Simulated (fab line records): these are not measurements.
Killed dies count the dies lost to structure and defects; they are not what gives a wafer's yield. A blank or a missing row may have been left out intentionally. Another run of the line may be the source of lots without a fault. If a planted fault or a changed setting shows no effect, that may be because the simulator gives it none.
A lot that was struck, set against a sound lot + flow nandHarc + 14 steps out of a route of 1159
Sound: these wafers, L254.2, L254.4, L254.5. Wafers L246.2, L246.4, L246.6 were the ones struck. The cause comes at the end.
At each step with rows: each side's tool, then ch and its chambers, then its first start. Under that, the readings that differ: sound wafers + struck wafers + difference of the means + sigmas: that difference in standard deviations of wafers without a fault.
alike: readings whose means differ by less than 2 such deviations, and words and numbers that are the same on both sides. not compared: withheld readings, readings that some wafer has no value for, bounds like >300 that may hide the same value, and numbers for which the record gives no deviation and whose values overlap.
A row with sigmas, a row that says differs or no value, or rows on one side alone: a step with any of these is where the two part. Numbers that don't overlap but have no deviation are shown without sigmas and don't part them. Lack of a reading on every wafer of one side parts them only where that side has two or more wafers.

NHARC_A_CONTACT_STRIP_55: strips in O2.
  sound on rieDiel-03 ch 0,1,2; struck on rieDiel-12 ch 1,3
  alike: drypumpMotorCurrentA, mfcArSccm, oesProductAu, rfVppV, showerheadPlenumPTorr, throttleValvePct
  not compared: rfHoursCounterH
then, 1 step without rows for these wafers: NHARC_A_CONTACT_STRIP_56 (strips in post etch residue remover, time 600 s).
NHARC_A_CONTACT_DEP_57: deposits aC, target thk 2800 nm.
  sound on aclDep-02 ch 0, day 20 08:08; struck on aclDep-01 ch 0, day 18 18:38
  alike: throttleValvePct
NHARC_A_CONTACT_DEP_58: deposits SiON, target thk 60 nm.
  sound on pecvd-04 ch 0,1,2, day 20 09:36; struck on pecvd-04 ch 0,2, day 18 20:11
  alike: chamberPressureTorr, heaterPowerW
then, 8 steps without rows for these wafers: NHARC_A_CONTACT_DEHYDRATE_59 (time 120 s); NHARC_A_CONTACT_HMDS_60 (time 30 s); NHARC_A_CONTACT_COAT_61 (time 75 s); NHARC_A_CONTACT_COAT_62 (time 65 s); NHARC_A_CONTACT_COAT_63 (resist thk 90 nm); NHARC_A_CONTACT_SOFTBAKE_64 (time 55 s); NHARC_A_CONTACT_EBR_65; NHARC_A_CONTACT_EXPOSE_66 (exposes mask A CC 2).
NHARC_A_CONTACT_PEB_67: peb time 65 s.
  struck on lithoTrack-06, day 18 20:55; sound on lithoTrack-06 ch 0, day 20 10:14
  no value came back on the struck wafers for chillPlateTempC (C), exhaustPa (Pa); on the sound wafers chillPlateTempC (C) reads 22.75 22.92 23.01
then, 1 step without rows for these wafers: NHARC_A_CONTACT_DEVELOP_68 (develop time 35 s).

## WHERE THEY PART
At NHARC_A_CONTACT_PEB_67 and nowhere else, as far as this record goes.

WHY: what had been put in by the simulator
Beginning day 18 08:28, the whole step at NHARC_A_CONTACT_PEB_67 was skipped on lithoTrack-06. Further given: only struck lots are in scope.
